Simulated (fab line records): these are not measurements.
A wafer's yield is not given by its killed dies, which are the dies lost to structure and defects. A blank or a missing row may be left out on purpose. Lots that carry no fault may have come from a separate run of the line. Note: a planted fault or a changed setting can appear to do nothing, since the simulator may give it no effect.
fab line records	flow n5-finfet	part 1 of 2: steps 1 to 21 of 29
record lots=5	wafers=15	last-day=16
route steps=1938 shown TV_OPEN@1887 PAD_METAL@1893 PASSIVATION@1897
lots with no fault: from the same line, run without faults
start-h: start of the lot's first displayed wafer, in hours after the record's first day	wait-h: hours elapsed since this lot's preceding step	" identical to the entry in the row above	L1.1+2: a single row standing in for several wafers	- value missing, or start not given	* or withheld: withheld	< > ~ a bound
route shown NAME@n: NAME is a module with steps in the file, n the number in the route of the first one	usual: mean and standard deviation over wafers with no fault	same: alike in all rows	chamber/n: place in a boat	sites: each site's reading	_std_site: the standard deviation of these	_edge_site: the outer-site mean with the inner-site mean subtracted	radius-mm: how far each site lies from the wafer's centre	mask NAME#n: copy n	behind: the last tool/chamber to shape the wafer	hold: why the lot went on hold/how many hours it stayed there/how the hold came to an end	device: the n, p or np transistor that did not switch	end of line: tests of these same wafers at the route's end	for a step that has no rows: nothing shown but its recipe	killed: count of dies lost to structure and defects at first sort (not the wafer's yield)	map: a wafer's dies, x killed, . not, _ none there
set.NAME: the run value of the setting; set.NAME@STEP: its run value at that earlier step	model.NAME: the simulator's own value behind a step, which no gauge read
certain route steps with their lots: each step a table, each wafer a row
services: when a tool's chamber went out of use (start-h, in hours from the record's first day, below 0 if earlier), for how many hours, and the reason
## steps
# step N5_PASSIVATION_PASS_ETCH_74
# recipe chemistry=CF4/O2	target=SiNx	target-depth-a=2200	time-s=110	ion-energy-ev=100	pressure-mtorr=40	source-w=535	bias-w=49	Ar_flow_sccm=100	cf4-flow-sccm=100	O2_flow_sccm=10
# usual drypump-motor-current-A=5.6/0.37	oes-product-au=0.80/0.088	rf-vpp-V=242/3	showerhead-plenum-p-Torr=2.19/0.087	throttle-valve-pct=15.94/0.25
lot.wafer	tool	chamber	start-h	wait-h	drypump-motor-current-A	oes-product-au	rf-hours-counter-h	rf-vpp-V	showerhead-plenum-p-Torr	throttle-valve-pct
L076.1	rie-diel-05	2	281.39	0.0	5.3	0.93	10	241	2.23	15.99
L076.3	"	0	"	"	5.4	0.70	192	242	2.11	16.20
L076.4	"	1	"	"	6.1	0.89	28	244	2.34	15.73
L077.3	rie-diel-05	3	285.95	0.0	5.8	0.70	210	242	2.10	16.29
L077.5	"	3	"	"	5.8	0.71	-	241	2.10	16.27
L077.6	"	0	"	"	5.4	0.71	-	244	2.10	16.20
L079.1	rie-diel-02	0	294.28	0.0	5.3	0.81	76	246	2.24	15.89
L079.2	"	2	"	"	5.5	0.84	58	242	2.15	15.77
L079.5	"	3	"	"	6.2	0.89	-	241	2.34	15.82
L084.1	rie-diel-05	1	324.50	0.0	6.1	0.86	41	243	2.33	15.75
L084.2	"	0	"	"	5.4	0.70	204	241	2.10	16.22
L084.6	"	3	"	"	5.8	0.68	-	242	2.10	16.29
L095.1	rie-diel-05	2	384.10	0.0	5.3	0.87	42	241	2.22	16.05
L095.3	"	0	"	"	5.4	0.68	223	242	2.09	16.26
L095.4	"	3	"	"	5.7	0.67	241	242	2.09	16.32
# step N5_PASSIVATION_VIA_ETCH_13
# recipe chemistry=CHF3/O2	target=SiO2	target-depth-a=6600	CHF3_flow_sccm=50	O2_flow_sccm=5	Ar_flow_sccm=200	time-s=330	mask-material=PR	pressure-mtorr=30	source-w=650	bias-w=170	ion-energy-ev=200	ends=cleared
# usual drypump-motor-current-A=5.6/0.37	etch-rf-on-time-s=236/6	oes-product-au=0.72/0.079	rf-vpp-V=526/6.2	showerhead-plenum-p-Torr=2.40/0.097	throttle-valve-pct=18.84/0.23
lot.wafer	tool	chamber	start-h	wait-h	drypump-motor-current-A	etch-rf-on-time-s	oes-product-au	rf-hours-counter-h	rf-vpp-V	showerhead-plenum-p-Torr	throttle-valve-pct
L076.1	rie-diel-05	2	281.48	0.0	5.3	229	0.86	10	526	2.44	18.93
L076.3	"	0	"	"	5.4	234	0.63	192	529	2.31	19.13
L076.4	"	1	"	"	6.1	230	0.80	28	531	2.57	18.75
L077.3	rie-diel-05	3	286.04	0.0	5.8	244	0.63	211	526	2.29	19.09
L077.5	"	3	"	"	5.7	242	0.63	-	526	2.29	19.09
L077.6	"	0	"	"	5.5	234	0.64	-	528	2.31	19.13
L079.1	rie-diel-02	0	294.37	0.0	5.3	237	0.74	76	534	2.44	18.72
L079.2	"	2	"	"	5.5	230	0.75	58	526	2.36	18.74
L079.5	"	3	"	"	6.2	237	0.80	-	524	2.55	18.75
L084.1	rie-diel-05	1	324.59	0.0	6.1	226	0.78	41	531	2.57	18.79
L084.2	"	0	"	"	5.4	230	0.64	205	528	2.30	19.15
L084.6	"	3	"	"	5.7	247	0.62	-	526	2.29	19.12
L095.1	rie-diel-05	2	384.19	0.0	5.3	232	0.79	42	527	2.43	18.98
L095.3	"	0	"	"	5.4	234	0.62	223	528	2.30	19.20
L095.4	"	3	"	"	5.7	249	0.61	241	525	2.28	19.15
# step N5_PASSIVATION_STRIP_14
# recipe chemistry=O2	power-w=600	temp-c=60	pressure-mtorr=30	rf-frequency-hz=6e+07	bias-power-w=0	overash-fraction=0.5	o2-flow-sccm=225
# usual drypump-motor-current-A=5.6/0.37	oes-product-au=0.80/0.088	rf-vpp-V=3.6/0.89	showerhead-plenum-p-Torr=2.09/0.095	throttle-valve-pct=16.64/0.26
lot.wafer	tool	chamber	start-h	wait-h	drypump-motor-current-A	oes-product-au	rf-hours-counter-h	rf-vpp-V	showerhead-plenum-p-Torr	throttle-valve-pct
L076.1	rie-diel-05	2	281.67	0.1	5.2	0.94	10	3.1	2.16	16.89
L076.3	"	0	"	"	5.4	0.72	193	4.0	2.00	16.94
L076.4	"	1	"	"	6.1	0.88	28	3.4	2.23	16.45
L077.3	rie-diel-05	3	286.24	0.1	5.7	0.71	211	4.0	1.97	16.79
L077.5	"	3	"	"	5.7	0.69	-	4.2	1.97	16.81
L077.6	"	0	"	"	5.4	0.71	-	2.8	2.00	16.93
L079.1	rie-diel-02	0	294.57	0.1	5.3	0.81	76	3.9	2.12	16.52
L079.2	"	2	"	"	5.5	0.83	58	5.9	2.04	16.42
L079.5	"	3	"	"	6.2	0.90	-	2.9	2.25	16.64
L084.1	rie-diel-05	1	324.79	0.1	6.1	0.86	41	1.3	2.23	16.45
L084.2	"	0	"	"	5.4	0.70	205	3.7	2.00	16.94
L084.6	"	3	"	"	5.8	0.68	-	2.6	1.96	16.81
L095.1	rie-diel-05	2	384.39	0.1	5.3	0.87	42	3.7	2.15	16.96
L095.3	"	0	"	"	5.4	0.70	223	3.7	1.99	16.99
L095.4	"	3	"	"	5.7	0.69	241	5.1	1.96	16.84
# step N5_PASSIVATION_ETCH_15
# recipe chemistry=CF4/N2	target=SiCN	target-depth-a=750	taper-deg=2	time-s=81.2	ion-energy-ev=150	mask-material=SiNx	pressure-mtorr=40	source-w=430	bias-w=70	Ar_flow_sccm=100	cf4-flow-sccm=60	n2-flow-sccm=60
# usual drypump-motor-current-A=5.6/0.37	oes-product-au=0.80/0.088	rf-vpp-V=382.2/2.4	showerhead-plenum-p-Torr=2.20/0.089	throttle-valve-pct=15.40/0.26
lot.wafer	tool	chamber	start-h	wait-h	drypump-motor-current-A	oes-product-au	rf-hours-counter-h	rf-vpp-V	showerhead-plenum-p-Torr	throttle-valve-pct
L076.1	rie-diel-05	2	-	-	5.3	0.95	10	384.1	2.24	15.45
L076.3	"	0	"	"	5.4	0.70	193	379.3	2.11	15.68
L076.4	"	1	"	"	6.1	0.89	28	385.6	2.35	15.19
L077.3	rie-diel-05	3	-	-	5.8	0.69	211	379.8	2.10	15.72
L077.5	"	3	"	"	5.8	0.70	-	379.6	2.10	15.73
L077.6	"	0	"	"	5.5	0.71	-	380.8	2.11	15.69
L079.1	rie-diel-02	0	-	-	5.3	0.81	76	385.0	2.24	15.31
L079.2	"	2	"	"	5.5	0.83	58	382.5	2.15	15.23
L079.5	"	3	"	"	6.2	0.89	-	385.9	2.34	15.25
L084.1	rie-diel-05	1	-	-	6.2	0.87	41	385.5	2.34	15.21
L084.2	"	0	"	"	5.4	0.70	205	379.7	2.11	15.71
L084.6	"	3	"	"	5.7	0.68	-	378.4	2.10	15.73
L095.1	rie-diel-05	2	-	-	5.3	0.86	43	385.0	2.23	15.52
L095.3	"	0	"	"	5.4	0.68	223	378.8	2.10	15.74
L095.4	"	3	"	"	5.7	0.67	241	379.9	2.09	15.76
# step N5_PASSIVATION_STRIP_73
# recipe chemistry=post-etch-residue-remover	time-s=60	temp-c=25	remover-ph=withheld	remover-water-wt-pct=withheld	remover-fluoride-wt-pct=withheld
lot.wafer	tool	chamber	start-h	wait-h
L076.1+3+4	wet-bench-01	4,5,1	281.83	-
L077.3+5+6	wet-bench-01	1,7,0	286.39	-
L079.1+2+5	wet-bench-01	7,6,2	294.73	-
L084.1+2+6	wet-bench-03	6,5,1	324.95	-
L095.1+3+4	wet-bench-01	4,5,0	384.54	-
# step N5_PASSIVATION_SRD_17
# recipe time-s=30	temp-c=23	rinse-liquid=diw	dry=n2-spin	spin-rpm=1500	dry-time-s=30
lot.wafer	tool	chamber	start-h	wait-h
L076.1+3+4	wet-bench-01	4,5,1	281.85	0.0
L077.3+5+6	wet-bench-01	1,7,0	286.41	0.0
L079.1+2+5	wet-bench-01	7,6,2	294.75	0.0
L084.1+2+6	wet-bench-03	6,5,1	324.97	0.0
L095.1+3+4	wet-bench-01	4,5,0	384.56	0.0
# step N5_PASSIVATION_DEGAS_18
# recipe ambient=vacuum	temp-c=300	time-s=60
# usual heater-power-w=450/42
lot.wafer	tool	chamber	start-h	wait-h	heater-power-w
L076.1	pvd-sputter-01	-	282.18	0.3	509
L076.3	"	-	"	"	470
L076.4	"	-	"	"	443
L077.3	pvd-sputter-02	-	286.98	0.6	429
L077.5	"	-	"	"	454
L077.6	"	-	"	"	425
L079.1	pvd-sputter-01	-	294.99	0.2	496
L079.2	"	-	"	"	398
L079.5	"	-	"	"	393
L084.1	pvd-sputter-01	-	325.60	0.6	504
L084.2	"	-	"	"	441
L084.6	"	-	"	"	393
L095.1	pvd-sputter-02	-	384.77	0.2	428
L095.3	"	-	"	"	378
L095.4	"	-	"	"	398
# step N5_PASSIVATION_PRE_CLEAN_19
# recipe gas=H2/He	time-s=*	temp-c=*
# usual heater-power-w=450/43
lot.wafer	tool	chamber	start-h	wait-h	heater-power-w
L076.1	pvd-sputter-01	-	282.22	0.0	515
L076.3	"	-	"	"	467
L076.4	"	-	"	"	445
L077.3	pvd-sputter-02	-	287.02	0.0	406
L077.5	"	-	"	"	456
L077.6	"	-	"	"	425
L079.1	pvd-sputter-01	-	295.03	0.0	496
L079.2	"	-	"	"	404
L079.5	"	-	"	"	396
L084.1	pvd-sputter-01	-	325.64	0.0	505
L084.2	"	-	"	"	449
L084.6	"	-	"	"	403
L095.1	pvd-sputter-02	-	384.81	0.0	430
L095.3	"	-	"	"	379
L095.4	"	-	"	"	406
# step N5_PASSIVATION_SPUTTER_20
# recipe material=TaN	target-thk-a=500	temp-c=25	chamber-pressure-pa=0.4
# usual throttle-valve-pct=29.8/0.97
lot.wafer	tool	chamber	start-h	wait-h	throttle-valve-pct
L076.1	pvd-sputter-01	-	282.26	0.0	30.0
L076.3	"	-	"	"	29.4
L076.4	"	-	"	"	31.4
L077.3	pvd-sputter-02	-	287.06	0.0	30.1
L077.5	"	-	"	"	28.0
L077.6	"	-	"	"	30.4
L079.1	pvd-sputter-01	-	295.07	0.0	29.5
L079.2	"	-	"	"	30.2
L079.5	"	-	"	"	30.1
L084.1	pvd-sputter-01	-	325.68	0.0	30.3
L084.2	"	-	"	"	31.4
L084.6	"	-	"	"	30.2
L095.1	pvd-sputter-02	-	384.85	0.0	29.8
L095.3	"	-	"	"	28.5
L095.4	"	-	"	"	30.4
# step N5_PASSIVATION_AL_DEP_21
# recipe material=Al	target-thk-a=28000	temp-c=400	time-s=170	power-w=30000	chamber-pressure-pa=0.4	gas=Ar
# usual throttle-valve-pct=29.8/0.95
lot.wafer	tool	chamber	start-h	wait-h	throttle-valve-pct
L076.1	pvd-sputter-01	-	282.36	0.1	29.7
L076.3	"	-	"	"	29.3
L076.4	"	-	"	"	31.2
L077.3	pvd-sputter-02	-	287.16	0.1	30.3
L077.5	"	-	"	"	27.8
L077.6	"	-	"	"	30.2
L079.1	pvd-sputter-01	-	295.17	0.1	29.5
L079.2	"	-	"	"	30.4
L079.5	"	-	"	"	30.1
L084.1	pvd-sputter-01	-	325.78	0.1	30.1
L084.2	"	-	"	"	31.2
L084.6	"	-	"	"	30.1
L095.1	pvd-sputter-02	-	384.95	0.1	30.6
L095.3	"	-	"	"	28.4
L095.4	"	-	"	"	30.6
# step N5_PASSIVATION_HMDS_23
# recipe time-s=60	temp-c=120
# usual chill-plate-temp-C=23.01/0.12	resist-line-temp-C=22.97/0.099
lot.wafer	tool	chamber	start-h	wait-h	chill-plate-temp-C	resist-line-temp-C
L076.1	litho-track-01	0	282.54	0.1	22.79	22.98
L076.3	"	0	"	"	22.85	22.78
L076.4	"	0	"	"	22.84	23.01
L077.3	litho-track-05	0	287.35	0.1	22.83	22.86
L077.5	"	0	"	"	22.90	22.96
L077.6	"	0	"	"	22.96	22.85
L079.1	litho-track-05	0	295.35	0.1	22.88	22.97
L079.2	"	0	"	"	22.87	23.01
L079.5	"	0	"	"	22.86	22.95
L084.1	litho-track-04	0	325.96	0.1	23.06	22.98
L084.2	"	0	"	"	22.90	23.04
L084.6	"	0	"	"	22.91	22.96
L095.1	litho-track-05	0	385.14	0.1	22.97	22.78
L095.3	"	0	"	"	22.97	22.94
L095.4	"	0	"	"	23.00	22.79
# step N5_PASSIVATION_COAT_24
# recipe spin-rpm=3000	resist-thk-nm=withheld
# usual chill-plate-temp-C=22.99/0.098	resist-line-temp-C=22.99/0.11
lot.wafer	tool	chamber	start-h	wait-h	chill-plate-temp-C	resist-line-temp-C
L076.1	litho-track-01	0	-	-	22.76	22.86
L076.3	"	0	"	"	22.92	23.00
L076.4	"	0	"	"	23.02	22.88
L077.3	litho-track-05	0	-	-	22.93	23.08
L077.5	"	0	"	"	22.94	22.96
L077.6	"	0	"	"	22.89	22.94
L079.1	litho-track-05	0	-	-	22.98	22.92
L079.2	"	0	"	"	22.93	22.97
L079.5	"	0	"	"	23.11	22.82
L084.1	litho-track-04	0	-	-	22.90	22.87
L084.2	"	0	"	"	22.91	22.93
L084.6	"	0	"	"	22.90	22.92
L095.1	litho-track-05	0	-	-	23.16	23.01
L095.3	"	0	"	"	23.05	22.94
L095.4	"	0	"	"	23.34	22.98
# step N5_PASSIVATION_EBR_26
# recipe solvent=PGMEA	ebr-width-mm=1.5
# usual chill-plate-temp-C=23.00/0.11	resist-line-temp-C=23.00/0.11
lot.wafer	tool	chamber	start-h	wait-h	chill-plate-temp-C	resist-line-temp-C
L076.1	litho-track-01	0	-	-	23.02	22.67
L076.3	"	0	"	"	23.14	22.95
L076.4	"	0	"	"	23.05	22.88
L077.3	litho-track-05	0	-	-	23.20	23.00
L077.5	"	0	"	"	23.14	23.12
L077.6	"	0	"	"	23.23	23.15
L079.1	litho-track-05	0	-	-	23.06	22.89
L079.2	"	0	"	"	22.94	22.77
L079.5	"	0	"	"	22.97	22.90
L084.1	litho-track-04	0	-	-	23.25	23.03
L084.2	"	0	"	"	23.10	22.96
L084.6	"	0	"	"	23.04	22.92
L095.1	litho-track-05	0	-	-	23.22	22.99
L095.3	"	0	"	"	23.17	23.00
L095.4	"	0	"	"	22.96	22.98
# step N5_PASSIVATION_SOFTBAKE_25
# recipe temp-c=100	time-s=90
# usual chill-plate-temp-C=23.03/0.1	resist-line-temp-C=22.99/0.11
lot.wafer	tool	chamber	start-h	wait-h	chill-plate-temp-C	resist-line-temp-C
L076.1	litho-track-01	0	-	-	23.01	22.89
L076.3	"	0	"	"	23.13	22.95
L076.4	"	0	"	"	23.06	22.92
L077.3	litho-track-05	0	-	-	23.00	22.78
L077.5	"	0	"	"	23.19	22.96
L077.6	"	0	"	"	23.01	22.95
L079.1	litho-track-05	0	-	-	22.73	23.17
L079.2	"	0	"	"	22.90	23.07
L079.5	"	0	"	"	22.89	23.02
L084.1	litho-track-04	0	-	-	22.92	22.87
L084.2	"	0	"	"	23.07	22.80
L084.6	"	0	"	"	23.01	22.73
L095.1	litho-track-05	0	-	-	23.03	23.13
L095.3	"	0	"	"	22.98	23.11
L095.4	"	0	"	"	23.01	23.21
# step N5_PASSIVATION_EXPOSE_27
# recipe mask-id=PAD	na=0.55	source-shape=conventional	sigma-outer=0.8	polarization=unpolarized	defocus-nm=0	dose-mj=32.3
# same na=0.55
lot.wafer	tool	chamber	start-h	wait-h	mask
L076.1+3+4	krf-scanner-02	0	282.78	-	PAD#0
L077.3+5+6	krf-scanner-01	0	287.59	-	PAD#0
L079.1+2+5	krf-scanner-02	0	295.59	-	PAD#0
L084.1+2+6	krf-scanner-01	0	326.07	-	PAD#0
L095.1+3+4	krf-scanner-01	0	385.37	-	PAD#0
# step N5_PASSIVATION_PEB_28
# recipe peb-temp-c=withheld	peb-time-s=*
# usual chill-plate-temp-C=*	resist-line-temp-C=*
lot.wafer	tool	chamber	start-h	wait-h	chill-plate-temp-C	resist-line-temp-C
L076.1	litho-track-01	0	282.83	0.1	*	*
L076.3	"	0	"	"	*	*
L076.4	"	0	"	"	*	*
L077.3	litho-track-04	0	287.64	0.0	*	*
L077.5	"	0	"	"	*	*
L077.6	"	0	"	"	*	*
L079.1	litho-track-01	0	295.64	0.1	*	*
L079.2	"	0	"	"	*	*
L079.5	"	0	"	"	*	*
L084.1	litho-track-05	0	326.13	0.1	*	*
L084.2	"	0	"	"	*	*
L084.6	"	0	"	"	*	*
L095.1	litho-track-01	0	385.43	0.1	*	*
L095.3	"	0	"	"	*	*
L095.4	"	0	"	"	*	*
# step N5_PASSIVATION_DEVELOP_29
# recipe develop-time-s=60	rinse-liquid=diw	dry=air-spin	dev-temp-c=21
# usual chill-plate-temp-C=22.97/0.11	resist-line-temp-C=22.98/0.11
lot.wafer	tool	chamber	start-h	wait-h	chill-plate-temp-C	resist-line-temp-C
L076.1	litho-track-01	0	-	-	22.94	22.90
L076.3	"	0	"	"	22.86	22.94
L076.4	"	0	"	"	23.01	23.02
L077.3	litho-track-04	0	-	-	22.77	22.96
L077.5	"	0	"	"	22.72	22.93
L077.6	"	0	"	"	22.77	22.74
L079.1	litho-track-01	0	-	-	22.86	22.84
L079.2	"	0	"	"	23.07	22.84
L079.5	"	0	"	"	23.04	22.93
L084.1	litho-track-05	0	-	-	23.04	22.89
L084.2	"	0	"	"	23.09	23.12
L084.6	"	0	"	"	22.84	22.88
L095.1	litho-track-01	0	-	-	23.01	22.95
L095.3	"	0	"	"	23.08	23.04
L095.4	"	0	"	"	23.10	23.15
# step N5_PASSIVATION_HARDBAKE_31
# recipe temp-c=130	time-s=120
# usual chill-plate-temp-C=22.97/0.12	resist-line-temp-C=23.00/0.11
lot.wafer	tool	chamber	start-h	wait-h	chill-plate-temp-C	resist-line-temp-C
L076.1	litho-track-01	0	-	-	22.86	22.99
L076.3	"	0	"	"	22.72	23.14
L076.4	"	0	"	"	22.82	23.08
L077.3	litho-track-04	0	-	-	23.10	23.04
L077.5	"	0	"	"	23.11	22.91
L077.6	"	0	"	"	23.13	23.12
L079.1	litho-track-01	0	-	-	22.96	22.81
L079.2	"	0	"	"	22.93	23.08
L079.5	"	0	"	"	23.12	22.81
L084.1	litho-track-05	0	-	-	23.10	22.87
L084.2	"	0	"	"	22.89	23.16
L084.6	"	0	"	"	22.85	22.91
L095.1	litho-track-01	0	-	-	22.97	23.00
L095.3	"	0	"	"	22.96	22.99
L095.4	"	0	"	"	23.02	22.74
# step N5_PASSIVATION_CD_MEAS_30
# recipe target-cd-nm=4000	landing-energy-ev=500	detector=se-inlens	polarity=opening
# usual cd-nm=4000.9/1.8
lot.wafer	tool	chamber	start-h	wait-h	cd-nm
L076.1	cd-sem-03	0	282.95	-	3997.2
L076.3	"	0	"	"	3998.1
L076.4	"	0	"	"	4000.5
L077.3	cd-sem-02	0	287.76	-	4001.0
L077.5	"	0	"	"	4002.8
L077.6	"	0	"	"	3997.5
L079.1	cd-sem-02	0	295.76	-	4001.4
L079.2	"	0	"	"	4001.4
L079.5	"	0	"	"	4002.7
L084.1	cd-sem-02	0	326.25	-	4000.2
L084.2	"	0	"	"	3999.2
L084.6	"	0	"	"	4000.2
L095.1	cd-sem-01	0	385.55	-	3998.9
L095.3	"	0	"	"	4002.1
L095.4	"	0	"	"	4000.4
# step N5_PASSIVATION_OVL_MEAS_63
# recipe points-per-wafer=44
# usual PAD_OVL=5/6.7
lot.wafer	tool	chamber	start-h	wait-h	PAD_OVL[nm]
L076.1	overlay-02	0	282.98	0.0	7
L076.3	"	0	"	"	5
L076.4	"	0	"	"	10
L077.3	overlay-01	0	287.79	0.0	-2
L077.5	"	0	"	"	-2
L077.6	"	0	"	"	-8
L079.1	overlay-02	0	295.79	0.0	7
L079.2	"	0	"	"	6
L079.5	"	0	"	"	8
L084.1	overlay-01	0	326.28	0.0	-4
L084.2	"	0	"	"	-1
L084.6	"	0	"	"	1
L095.1	overlay-02	0	385.58	0.0	-6
L095.3	"	0	"	"	-6
L095.4	"	0	"	"	6
# step N5_PASSIVATION_INSPECT_64
# recipe mode=adi	inspect-instrument=macro
# usual raw-defect-count=2.4/1.5
lot.wafer	tool	chamber	start-h	wait-h	raw-defect-count
L076.1	defect-inspect-02	-	283.01	0.0	1
L076.3	"	-	"	"	3
L076.4	"	-	"	"	2
L077.3	defect-inspect-01	-	287.81	0.0	2
L077.5	"	-	"	"	1
L077.6	"	-	"	"	3
L079.1	defect-inspect-01	-	295.82	0.0	0
L079.2	"	-	"	"	1
L079.5	"	-	"	"	1
L084.1	defect-inspect-01	-	326.30	0.0	1
L084.2	"	-	"	"	3
L084.6	"	-	"	"	4
L095.1	defect-inspect-01	-	385.60	0.0	0
L095.3	"	-	"	"	2
L095.4	"	-	"	"	4
